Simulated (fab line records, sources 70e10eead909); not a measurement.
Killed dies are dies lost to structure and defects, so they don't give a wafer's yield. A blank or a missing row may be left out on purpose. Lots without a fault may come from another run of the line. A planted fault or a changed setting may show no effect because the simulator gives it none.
Chamber matching | flow nand_harc | NHARC_A_BLC_CMP_25 on cmp-02: 4 sister chambers
The step polishes, t overpolish 30 s, target thk 150 nm. 14 wafers are shown with their chamber, then 7 later ones without.

WAFERS WITH THEIR CHAMBER
wafer  | chamber | motor_current_A (A) | time_to_endpoint_s (s) | overpolish_run_s (s)
L076.2 | 3       | 11.9                | 31.4                   | 30.000
L076.4 | 1       | 13.2                | 30.4                   | 29.996
L076.5 | 2       | 11.6                | 29.6                   | 29.994
L077.1 | 3       | 11.6                | 29.0                   | 29.997
L077.2 | 0       | 11.4                | 28.1                   | 29.976
L077.3 | 1       | 12.6                | 33.8                   | 30.002
L077.4 | 2       | 10.9                | 29.7                   | 29.998
L077.5 | 3       | 11.7                | 30.3                   | 30.016
L077.6 | 0       | 10.7                | 27.5                   | 30.017
L083.1 | 1       | 13.2                | 32.4                   | 30.010
L083.2 | 0       | 10.7                | 30.3                   | 30.006
L083.3 | 3       | 12.1                | 30.1                   | 29.993
L086.1 | 1       | 13.6                | 31.4                   | 29.993
L086.2 | 0       | 11.2                | 30.7                   | 29.992

SIGNATURES (means of the wafers above)
reading            | chamber 0 | chamber 1 | chamber 2 | chamber 3 | scatter within a chamber
motor_current_A    | 11.000    | 13.150    | 11.250    | 11.825    | 0.358
time_to_endpoint_s | 29.150    | 32.000    | 29.650    | 30.200    | 1.3
overpolish_run_s   | 29.99775  | 30.00025  | 29.99600  | 30.00150  | 0.0119
Rule: a wafer's distance from a chamber is the root of the sum, over the readings, of the square of ((its reading less the chamber's mean) divided by the reading's scatter). The wafer belongs to the nearest chamber; if the next one is less than 2 further off, it can't be placed. The scatter: the root of (the sum of the squares of (reading less its chamber's mean) over the shown wafers, divided by (wafers less chambers)).

WAFERS WITHOUT THEIR CHAMBER
wafer  | motor_current_A (A) | time_to_endpoint_s (s) | overpolish_run_s (s)
L086.5 | 11.5                | 31.7                   | 29.991
L089.2 | 12.0                | 28.8                   | 30.005
L089.3 | 11.4                | 28.3                   | 30.007
L089.5 | 11.3                | 27.4                   | 30.006
L096.1 | 11.7                | 27.9                   | 30.004
L096.3 | 11.1                | 31.6                   | 30.005
L096.6 | 11.2                | 28.9                   | 29.990

WHICH CHAMBER EACH WENT THROUGH
wafer  | from the rows above          | in truth
L086.5 | can't be placed: 3 or 2 or 0 | 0
L089.2 | can't be placed: 3 or 2 or 0 | 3
L089.3 | can't be placed: 2 or 0 or 3 | 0
L089.5 | can't be placed: 0 or 2 or 3 | 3
L096.1 | can't be placed: 3 or 2 or 0 | 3
L096.3 | can't be placed: 2 or 0 or 3 | 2
L096.6 | can't be placed: 2 or 0 or 3 | 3
Placed correctly: 0 of 7. Can't be placed from these rows: 7 (the true chamber is among the candidates in 7). Placed wrongly: 0.
